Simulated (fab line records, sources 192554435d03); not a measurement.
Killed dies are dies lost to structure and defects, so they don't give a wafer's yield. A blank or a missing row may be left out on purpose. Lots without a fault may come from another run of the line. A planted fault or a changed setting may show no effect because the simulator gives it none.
One fault seen from 2 desks | flow n5_finfet | each desk has only its own numbers; what lay behind them comes last

THE TOOL OWNER'S DESK: rie_diel-02
The tool's own readings at N5_PASSIVATION_ETCH_15 (etches SiCN in CF4/N2, target depth 75 nm, time 81.2 s): means of the sampled wafers that have a number, for each lot that ran on this tool. A lot is out of limits, marked OUT, if its mean lies more than 4 standard deviations from the usual mean; the brackets give that distance.
Columns: A = bias_w at N5_PASSIVATION_ETCH_15, usual 70.00 W; B = drypump_motor_current_A at N5_PASSIVATION_ETCH_15, usual 6.0 A; C = oes_product_au at N5_PASSIVATION_ETCH_15, usual 0.80 a.u.; D = rf_vpp_V at N5_PASSIVATION_ETCH_15, usual 381.9 V; E = showerhead_plenum_p_Torr at N5_PASSIVATION_ETCH_15, usual 2.19 Torr; F = throttle_valve_pct at N5_PASSIVATION_ETCH_15, usual 15.38 %
lot  | first seen here | A               | B   | C    | D               | E    | F
L204 | day 12 15:06    | 70.08           | 6.3 | 0.77 | 382.9           | 2.22 | 15.36
L208 | day 13 14:09    | 82.60 (+55) OUT | 6.3 | 0.79 | 424.7 (+27) OUT | 2.22 | 15.38
L212 | day 14 09:08    | 82.46 (+54) OUT | 5.6 | 0.85 | 423.4 (+26) OUT | 2.15 | 15.36
L220 | day 16 14:36    | 69.93           | 6.2 | 0.86 | 382.4           | 2.19 | 15.30
L221 | day 16 21:07    | 70.14           | 6.1 | 0.83 | 380.5           | 2.16 | 15.50
L223 | day 17 07:41    | 70.08           | 6.0 | 0.77 | 381.8           | 2.16 | 15.40
L226 | day 17 23:25    | 69.85           | 6.0 | 0.78 | 380.7           | 2.16 | 15.43
This desk's finding: out of limits on L208, L212; first on L208, day 13 14:09 (bias_w at N5_PASSIVATION_ETCH_15). In limits: L204, L220, L221, L223, L226.

THE METROLOGY DESK
What the gauges read, lot by lot, whatever tool the lot ran on: means of the sampled wafers that have a number. A lot is out of limits, marked OUT, if its mean lies more than 4 standard deviations from the usual mean; the brackets give that distance.
Columns: A = MIM_TOP_OVL at N5_MIM_TOP_LITHO_OVL_MEAS_11, usual -3 nm
lot  | first seen here | A
L204 | day 12 11:31    | -8
L208 | day 13 10:28    | -3
L212 | day 14 02:29    | -7
L217 | day 15 16:58    | -4
L216 | day 15 21:40    | -7
L218 | day 15 22:12    | -1
L220 | day 16 10:48    | -4
L221 | day 16 16:25    | -6
L223 | day 17 04:15    | -7
L222 | day 17 05:14    | 1
L226 | day 17 19:48    | -2
This desk's finding: nothing out of limits on any of the 11 lots.

PUT TOGETHER
The tool owner's desk could have raised an alarm at day 13 14:09, on L208, L212.
The metrology desk saw nothing out of limits.
The metrology desk has L208, L212 on record, within its limits.
Of the lots named, all ran N5_PASSIVATION_ETCH_15 on rie_diel-02.

WHAT THE SIMULATOR HAD PUT IN
Process parameter drift: rie_diel-02, from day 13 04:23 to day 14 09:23, at N5_PASSIVATION_ETCH_15. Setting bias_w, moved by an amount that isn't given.
Lots struck among those shown: L208, L212.
Hours from the fault's start to each desk's first reading out of limits: the tool owner's desk, 10.
